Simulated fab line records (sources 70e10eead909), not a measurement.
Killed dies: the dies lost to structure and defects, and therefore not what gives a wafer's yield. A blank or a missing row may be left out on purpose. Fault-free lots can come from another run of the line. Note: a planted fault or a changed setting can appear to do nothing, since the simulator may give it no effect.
Struck lot and sound lot, side by side	flow nand_harc	14 steps out of a route of 1302
Sound: the wafers L281.1, L281.2, L281.4. The struck wafers were L271.1, L271.2, L271.3. Last of all comes the cause.
For every step that has rows: the tool of each side, followed by ch and its chambers, followed by its first start. Under that, the readings that differ: sound wafers	struck wafers	difference of the means	sigmas: that difference in standard deviations of wafers without a fault.
alike: readings with means less than 2 such deviations apart, plus words and numbers identical on both sides. not compared: withheld readings, readings lacking a value on some wafer, bounds such as >300 that could conceal the same value, and numbers that have no deviation in the record and whose values overlap.
Wherever a step has rows on one side only, a row that says differs or no value, or a row with sigmas, the two part there. Numbers that have no deviation but don't overlap get no sigmas and don't part them. A reading missing from all wafers of one side parts the sides only when that side holds two or more wafers.

NHARC_A_CHANNEL_HOLE_D1_CD_MEAS_30:
  struck on cd_sem-02, day 11 13:14; sound on cd_sem-03, day 15 10:07
  alike: cd_nm
NHARC_A_CHANNEL_HOLE_D1_XSEM_31:
  sound on xsem-01 ch 0, day 15 10:11; struck on xsem-01 ch 0, day 11 13:19
  alike: bot_cd_nm, bow_nm, tilt_deg
NHARC_A_CHANNEL_HOLE_D1_INSPECT_40:
  struck on defect_inspect-02, day 11 13:25; sound on defect_inspect-01, day 15 10:17
  alike: raw_defect_count
then, 2 steps without rows for these wafers: NHARC_A_CHANNEL_FILL_D1_PRECLEAN_00 (cleans in SC1); NHARC_A_CHANNEL_FILL_D1_SRD_01.
NHARC_A_CHANNEL_FILL_D1_ALD_02: deposits SiO2, target thk 6 nm, pulse time 10 s, ald cycles 60.
  sound on ald_hk-03 ch 0,2,3, day 15 10:29; struck on ald_hk-03 ch 1,2,3, day 11 13:41
  alike: heater_power_w, precursor_pulse_height_rel
NHARC_A_CHANNEL_FILL_D1_ALD_03: deposits SiNx, target thk 6 nm, pulse time 60 s, ald cycles 58.
  sound: ald_sin_batch-01 ch 0; struck: ald_sin_batch-01 ch 0
  alike: precursor_pulse_height_rel
NHARC_A_CHANNEL_FILL_D1_ALD_14: deposits SiO2, target thk 2.5 nm, pulse time 10 s, ald cycles 25.
  sound on ald_hk-01 ch 1,2,3, day 15 17:31; struck on ald_hk-02 ch 1,2,3, day 11 22:13
  alike: heater_power_w, precursor_pulse_height_rel
then, 1 step without rows for these wafers: NHARC_A_CHANNEL_FILL_D1_ALD_15 (deposits SiNx, target thk 2 nm, pulse time 60 s, ald cycles 19).
NHARC_A_CHANNEL_FILL_D1_ALD_16: deposits SiO2, target thk 1.5 nm, pulse time 10 s, ald cycles 15.
  sound on ald_hk-02 ch 0,2,3, day 15 22:41; struck on ald_hk-03 ch 0,1,3, day 12 03:19
  alike: heater_power_w, precursor_pulse_height_rel
then, 2 steps without rows for these wafers: NHARC_A_CHANNEL_FILL_D1_ANNEAL_17 (time 1800 s); NHARC_A_CHANNEL_FILL_D1_CVD_18 (deposits poly-Si, target thk 3 nm).
NHARC_A_CHANNEL_FILL_D1_ETCHBACK_19: etches the open film in HBr/Cl2, target depth 5 nm, time 1.7 s.
  sound on rie_si-04 ch 0,1,2, day 16 10:37; struck on rie_si-05 ch 0,1,2, day 12 15:13
  no value came back on the struck wafers for any of 6 readings (bias_w (W), chamber_pressure_mTorr (mTorr) and others); on the sound wafers bias_w (W) reads 100.20 99.56 100.33
then, 1 step without rows for these wafers: NHARC_A_CHANNEL_FILL_D1_ETCHBACK_20 (etches the open film in C4F8/O2/Ar, target depth 27 nm, time 13.5 s).

== WHERE THEY PART ==
Within this record, at NHARC_A_CHANNEL_FILL_D1_ETCHBACK_19 only.

WHY: what the simulator had put in
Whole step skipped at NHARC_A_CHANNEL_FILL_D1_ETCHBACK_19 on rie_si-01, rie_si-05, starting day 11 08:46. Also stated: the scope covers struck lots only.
